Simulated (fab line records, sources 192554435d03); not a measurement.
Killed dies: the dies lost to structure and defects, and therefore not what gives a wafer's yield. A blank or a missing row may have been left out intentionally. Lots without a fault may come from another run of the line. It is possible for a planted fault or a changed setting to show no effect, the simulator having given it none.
Which tool was responsible?	flow n5Finfet	10 lots, 30 wafers sampled, at 5 steps of a route of 1938

== WHAT EACH GAUGE READ, for each wafer ==
N5_GATE_CUT_INSPECT_26: inspects for defects (darkfield). Usual: rawDefectCount 42, standard deviation 20.
lot	measured	on	rawDefectCount	flag
L501	day 4 14:43	defectInspect-01	49 46 48	
L502	day 4 23:20	defectInspect-02	57 36 61	
L503	day 5 04:22	defectInspect-01	17 31 28	
L505	day 5 15:19	defectInspect-02	34 45 67	
L506	day 5 21:52	defectInspect-02	35 117 32	
L517	day 8 16:55	defectInspect-01	60 59 67	
L518	day 8 22:26	defectInspect-02	49 19 22	
L519	day 9 03:47	defectInspect-01	41 67 53	
L520	day 9 12:23	defectInspect-02	14 29 32	
L524	day 10 12:38	defectInspect-01	38 42 40	

N5_MOL_CONTACT_COAG_CD_MEAS_08: the cd target is 28 nm. Usual: cdNm 27.91 nm, standard deviation 0.25.
lot	measured	on	cdNm (nm)	flag
L501	day 4 15:01	cdSem-03	27.79 27.78 28.06	
L502	day 4 23:46	cdSem-03	28.52 28.12 28.26	
L503	day 5 04:47	cdSem-03	27.64 28.14 27.77	
L505	day 5 15:45	cdSem-02	27.92 28.14 28.17	
L506	day 5 22:09	cdSem-03	28.17 28.19 27.89	
L517	day 8 17:13	cdSem-03	29.60 29.43 29.67	OFF
L518	day 8 22:52	cdSem-03	29.56 29.64 29.73	OFF
L519	day 9 04:05	cdSem-01	27.63 28.12 28.05	
L520	day 9 12:48	cdSem-01	27.64 28.07 27.84	
L524	day 10 13:04	cdSem-01	27.86 27.84 28.05	

N5_BEOL_M4_RC_MEAS_101. Usual: DIBL_N 36.0 mV/V, standard deviation 1.6; DIBL_P 35.8 mV/V, standard deviation 2; IOFF_N 0.152 nA/um, standard deviation 0.03; IOFF_P 0.20 nA/um, standard deviation 0.031; ION_N 670 uA/um, standard deviation 12; ION_P 459 uA/um, standard deviation 7.4; SS_N 71.5 mV/dec, standard deviation 0.56; SS_P 73.2 mV/dec, standard deviation 0.64; VT_N 251 mV, standard deviation 3.5; VT_P -252 mV, standard deviation 3.3.
lot	measured	on	DIBL_N (mV/V)	DIBL_P (mV/V)	IOFF_N (nA/um)	IOFF_P (nA/um)	ION_N (uA/um)	ION_P (uA/um)	SS_N (mV/dec)	SS_P (mV/dec)	VT_N (mV)	VT_P (mV)	flag
L501	day 9 08:02	prober-02	36.5 36.4 35.1	36.9 36.1 35.6	0.170 0.159 0.143	0.23 0.22 0.22	681 664 675	467 457 469	72.2 72.2 72.0	73.9 73.9 73.2	246 251 252	-247 -246 -246	
L502	day 9 11:49	prober-02	36.7 36.7 33.5	35.8 35.5 31.3	0.154 0.141 0.101	0.20 0.19 0.15	674 657 650	462 454 450	72.0 71.0 71.0	73.0 73.0 72.1	251 254 255	-253 -254 -256	
L503	day 9 13:56	prober-02	37.0 35.3 35.9	37.4 34.5 34.9	0.162 0.136 0.135	0.21 0.17 0.18	683 675 659	468 464 451	70.9 71.0 70.8	74.1 72.6 73.1	248 249 252	-250 -253 -255	
L505	day 10 03:13	prober-01	37.4 35.9 37.2	36.7 35.6 37.0	0.151 0.125 0.155	0.20 0.18 0.20	674 656 680	461 455 463	71.8 71.3 72.1	73.6 73.2 73.6	253 255 250	-252 -250 -253	
L506	day 10 22:27	prober-01	33.6 36.9 34.7	34.2 38.5 35.2	0.113 0.172 0.136	0.19 0.26 0.21	644 676 673	456 473 473	71.4 71.7 71.2	72.4 73.6 72.9	255 248 253	-247 -245 -248	
L517	day 13 13:57	prober-01	37.7 34.9 34.7	38.1 35.4 34.2	0.196 0.150 0.131	0.22 0.18 0.16	686 691 664	459 471 449	71.2 71.1 70.7	73.9 72.9 72.5	244 247 250	-251 -252 -255	
L518	day 13 03:50	prober-02	36.2 37.3 34.6	34.5 34.6 32.2	0.148 0.146 0.120	0.18 0.17 0.16	684 674 660	464 447 449	71.2 71.6 70.6	72.7 72.7 72.4	248 254 253	-255 -255 -256	
L519	day 13 06:11	prober-02	35.6 35.3 36.1	35.8 35.7 35.7	0.151 0.146 0.150	0.20 0.20 0.20	687 674 673	469 461 459	71.3 70.9 71.2	73.7 73.4 72.6	250 248 249	-250 -251 -249	
L520	day 14 05:24	prober-02	35.8 33.6 34.9	34.9 31.3 33.4	0.155 0.109 0.135	0.19 0.14 0.17	680 653 674	462 449 463	71.8 71.5 71.9	72.8 73.0 72.8	249 257 250	-252 -256 -253	
L524	day 15 11:20	prober-02	34.3 31.8 33.2	34.4 30.1 32.1	0.129 0.087 0.113	0.17 0.11 0.14	655 632 658	454 435 449	70.4 71.7 71.2	72.7 71.6 72.2	250 259 255	-253 -261 -258	

== WHAT TOOL EACH LOT RAN ON (gives the tool, then ch and the chambers of the sampled wafers, and finally the start) ==
lot	N5_GATE_CUT_CUT_ETCH_55	N5_GATE_CUT_ALD_22
L501	rieMetal-01 ch 0,1, day 4 11:53	aldSin-03 ch 0,1, day 4 12:11
L502	rieMetal-01 ch 0,1, day 4 20:29	aldSin-01 ch 1,2, day 4 20:49
L503	rieMetal-02 ch 0,1, day 5 01:31	aldSin-01 ch 0,1, day 5 01:50
L505	rieMetal-01 ch 0,1, day 5 11:24	aldSin-01 ch 1,2,3, day 5 12:47
L506	rieMetal-01 ch 0, day 5 19:01	aldSin-01 ch 1,3, day 5 19:20
L517	rieMetal-02 ch 0,1, day 8 13:56	aldSin-03 ch 2,3, day 8 14:24
L518	rieMetal-02 ch 0,1, day 8 17:17	aldSin-04 ch 0,2, day 8 19:55
L519	rieMetal-01 ch 0,1, day 9 00:56	aldSin-03 ch 0,1,3, day 9 01:16
L520	rieMetal-02 ch 0,1, day 9 09:25	aldSin-04 ch 0,2,3, day 9 09:44
L524	rieMetal-02 ch 0,1, day 10 09:47	aldSin-03 ch 0,1,3, day 10 10:07
- N5_GATE_CUT_CUT_ETCH_55: etches HfO2 in BCl3, target depth 3.2 nm.
- N5_GATE_CUT_ALD_22: deposits SiNx, target thk 16 nm, pulse time 1 s, ald cycles 320.

== WHAT THE TOOLS THEMSELVES READ (means of the sampled wafers that have a number; where no wafer has one, the mark that the record gives instead) ==
N5_GATE_CUT_CUT_ETCH_55. Usual: drypumpMotorCurrentA 5.64 A, standard deviation 0.29; oesProductAu 0.67 a.u., standard deviation 0.042; throttleValvePct 33.29 %, standard deviation 0.28.
lot	tool	drypumpMotorCurrentA (A)	oesProductAu (a.u.)	throttleValvePct (%)	flag
L501	rieMetal-01	5.60	0.64	33.25	
L502	rieMetal-01	5.60	0.65	33.25	
L503	rieMetal-02	5.52	0.67	33.30	
L505	rieMetal-01	5.59	0.65	33.26	
L506	rieMetal-01	5.55	0.63	33.29	
L517	rieMetal-02	5.38	0.67	33.55	
L518	rieMetal-02	5.37	0.67	33.55	
L519	rieMetal-01	5.60	0.63	33.26	
L520	rieMetal-02	5.38	0.67	33.55	
L524	rieMetal-02	5.40	0.66	33.55	

N5_GATE_CUT_ALD_22. Usual: heaterPowerW 829 W, standard deviation 45; precursorPulseHeightRel 1.001, standard deviation 0.019; susceptorTempC 399.99 C, standard deviation 0.24.
lot	tool	heaterPowerW (W)	precursorPulseHeightRel	susceptorTempC (C)	flag
L501	aldSin-03	831	1.022	399.89	
L502	aldSin-01	806	1.001	399.98	
L503	aldSin-01	806	1.006	400.02	
L505	aldSin-01	836	1.004	400.02	
L506	aldSin-01	823	1.021	399.97	
L517	aldSin-03	855	1.008	400.02	
L518	aldSin-04	859	1.007	399.98	
L519	aldSin-03	853	1.014	400.03	
L520	aldSin-04	854	1.022	399.84	
L524	aldSin-03	840	0.981	400.00	

== THE ANSWER, worked out from the rows above alone ==
Rule: a lot is off if the mean of its wafers that have a number lies more than 3 standard deviations from the usual mean. Also off: a lot with no number at a reading for which 4 or more lots have one. Where the step has rows for the other lots, those lots are counted as sound. The gauges are gone through in route order, then the tools' own readings, and for those a lot's mean is taken as printed above. At the first step where some lot is off, the reading lying furthest off is the one used; lots without a number count as furthest.
Off: L517, L518 (N5_MOL_CONTACT_COAG_CD_MEAS_08, cdNm).
If a tool, at a process step before that reading, ran all the lots that are off and no sound lot after the first of them, it fits. Gauges at N5_MOL_CONTACT_COAG_CD_MEAS_08: tried the same way as those tools. One candidate fits, namely cdSem-03 at N5_MOL_CONTACT_COAG_CD_MEAS_08. A fault onset in the window from L506 (day 5 22:09, its last sound lot) to L517 (day 8 17:13, its first lot off) fits.

== WHAT WAS PUT IN BY THE SIMULATOR ==
Metrology matching offset: cdSem-03, from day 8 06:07 on, at N5_MOL_CONTACT_COAG_CD_MEAS_08. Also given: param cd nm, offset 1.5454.
Shown lots that were struck: L517, L518. The same result came from the rule above.
